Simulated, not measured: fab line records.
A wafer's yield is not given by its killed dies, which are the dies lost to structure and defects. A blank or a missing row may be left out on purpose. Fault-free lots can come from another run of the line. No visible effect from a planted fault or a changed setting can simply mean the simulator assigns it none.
Lot-split experiment | flow n5_finfet | 7 lots, 21 wafers read, on a route of 1938 steps

== SPLIT DETAILS ==
At N5_HKMG_FIN_ETCH_58 (etches SOC in N2/H2, target depth 215.8 nm, time 741 s), the setting source_w was moved away from the recipe's 875 W on 5 of the 21 wafers read, by -11.5% to +13.2%. For the rest of the wafers, this setting stayed at what the recipe calls for.

The split's own step is where the reading is taken.

== THE READING ==
rf_vpp_V, in V, at N5_HKMG_FIN_ETCH_58 (etches SOC in N2/H2, target depth 215.8 nm, time 741 s). A value of 99.3 V with a standard deviation of 0.85 V is what fault-free wafers of this fab line usually give.

wafer  | tool, chamber at the split | source_w as run, W | against the recipe | rf_vpp_V, V | against lot-mates on the recipe
L082.1 | rie_diel-03, 0             | 875                | recipe             | 100.0       | -
L082.4 | rie_diel-03, 0             | 875                | recipe             | 99.3        | -
L082.5 | rie_diel-03, 3             | 875                | recipe             | 99.5        | -
L083.1 | rie_diel-01, 1             | 875                | recipe             | 99.6        | -
L083.3 | rie_diel-01, 2             | 875                | recipe             | 99.5        | -
L083.4 | rie_diel-01, 3             | 800.3              | -8.5%              | 102.6       | +3.0
L084.1 | rie_diel-03, 0             | 990.4              | +13.2%             | 96.5        | -2.1
L084.2 | rie_diel-03, 2             | 990.4              | +13.2%             | 94.9        | -3.7
L084.6 | rie_diel-03, 2             | 875                | recipe             | 98.6        | -
L085.1 | rie_diel-06, 3             | 875                | recipe             | 100.4       | -
L085.2 | rie_diel-06, 1             | 875                | recipe             | 99.4        | -
L085.4 | rie_diel-06, 2             | 875                | recipe             | 98.5        | -
L087.1 | rie_diel-03, 2             | 875                | recipe             | 98.7        | -
L087.2 | rie_diel-03, 1             | 803.5              | -8.2%              | 101.3       | +2.0
L087.5 | rie_diel-03, 2             | 875                | recipe             | 99.8        | -
L095.1 | rie_diel-01, 1             | 875                | recipe             | 98.8        | -
L095.3 | rie_diel-01, 0             | 875                | recipe             | 97.8        | -
L095.6 | rie_diel-01, 1             | 875                | recipe             | 99.2        | -
L097.1 | rie_diel-01, 1             | 875                | recipe             | 99.2        | -
L097.2 | rie_diel-01, 3             | 875                | recipe             | 99.8        | -
L097.4 | rie_diel-01, 2             | 774.3              | -11.5%             | 104.5       | +5.0

FIT RESULTS
A straight line over all 21 wafers: rf_vpp_V changes by -0.321 V for each +1% of source_w; r = -0.92; the points scatter about the line by 0.77 V.
The same after taking each lot's own level away (the mean of its wafers on the recipe; 21 wafers): -0.285 V for each +1%; r = -0.92; scatter 0.7 V.
The reading moves by 3.8 V for the largest change in source_w, on that fit.
Across the lots, their own levels run from 98.60 to 99.60 V, a range of 1.2 times the standard deviation given above.
Thus the slope moves with the lot-to-lot level: the two fits are different.
Check: for one of the wafers moved furthest among these (+13.2%), held out of the fit, the line's prediction against its lot-mates is -4.31 V. Against them it came out at -2.1 V.
Tool readings at the split's step, against how far the setting was moved: rf_vpp_V r = -0.92.

== THE FILE'S OWN FIT ==
rf_vpp_V changes by -0.314 V for each +1% of source_w, r = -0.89.
